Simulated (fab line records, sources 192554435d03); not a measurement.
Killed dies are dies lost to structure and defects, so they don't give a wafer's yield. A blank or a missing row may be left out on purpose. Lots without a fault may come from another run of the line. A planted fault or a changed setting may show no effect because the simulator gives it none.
Chamber matching | flow n5_finfet | N5_BEOL_M4_ETCH_74 on rie_diel-05: 4 sister chambers
The step etches underlayer in N2/H2, target depth 6.5 nm, time 5.2 s. 16 wafers are shown with their chamber, then 8 later ones without.

WAFERS WITH THEIR CHAMBER
wafer  | chamber | showerhead_plenum_p_Torr (Torr) | oes_product_au (a.u.) | throttle_valve_pct (%)
L085.3 | 2       | 2.72                            | 0.75                  | 17.58
L085.4 | 3       | 2.50                            | 0.59                  | 17.79
L085.6 | 1       | 2.40                            | 0.59                  | 17.83
L086.1 | 1       | 2.40                            | 0.58                  | 17.82
L086.4 | 2       | 2.72                            | 0.75                  | 17.60
L086.5 | 2       | 2.72                            | 0.74                  | 17.60
L087.2 | 3       | 2.50                            | 0.59                  | 17.81
L087.5 | 0       | 2.67                            | 0.68                  | 17.99
L087.6 | 1       | 2.40                            | 0.57                  | 17.85
L090.2 | 2       | 2.71                            | 0.73                  | 17.61
L090.4 | 3       | 2.50                            | 0.58                  | 17.82
L090.6 | 1       | 2.40                            | 0.58                  | 17.87
L093.1 | 3       | 2.50                            | 0.58                  | 17.82
L093.2 | 1       | 2.40                            | 0.57                  | 17.88
L093.5 | 2       | 2.71                            | 0.74                  | 17.62
L091.1 | 3       | 2.50                            | 0.59                  | 17.81

SIGNATURES (means of the wafers above)
reading                  | chamber 0 | chamber 1 | chamber 2 | chamber 3 | scatter within a chamber
showerhead_plenum_p_Torr | 2.6700    | 2.4000    | 2.7160    | 2.5000    | 0.00316
oes_product_au           | 0.6800    | 0.5780    | 0.7420    | 0.5860    | 0.00753
throttle_valve_pct       | 17.9900   | 17.8500   | 17.6020   | 17.8100   | 0.0184
Rule: a wafer's distance from a chamber is the root of the sum, over the readings, of the square of ((its reading less the chamber's mean) divided by the reading's scatter). The wafer belongs to the nearest chamber; if the next one is less than 2 further off, it can't be placed. The scatter: the root of (the sum of the squares of (reading less its chamber's mean) over the shown wafers, divided by (wafers less chambers)).

WAFERS WITHOUT THEIR CHAMBER
wafer  | showerhead_plenum_p_Torr (Torr) | oes_product_au (a.u.) | throttle_valve_pct (%)
L091.3 | 2.67                            | 0.66                  | 18.02
L091.6 | 2.67                            | 0.66                  | 18.02
L095.1 | 2.71                            | 0.72                  | 17.63
L095.3 | 2.39                            | 0.56                  | 17.88
L095.5 | 2.66                            | 0.65                  | 18.05
L096.1 | 2.66                            | 0.65                  | 18.04
L096.2 | 2.39                            | 0.57                  | 17.90
L096.3 | 2.70                            | 0.73                  | 17.64

WHICH CHAMBER EACH WENT THROUGH
wafer  | from the rows above | in truth
L091.3 | 0                   | 0
L091.6 | 0                   | 0
L095.1 | 2                   | 2
L095.3 | 1                   | 1
L095.5 | 0                   | 0
L096.1 | 0                   | 0
L096.2 | 1                   | 1
L096.3 | 2                   | 2
Placed correctly: 8 of 8. Can't be placed from these rows: 0. Placed wrongly: 0.
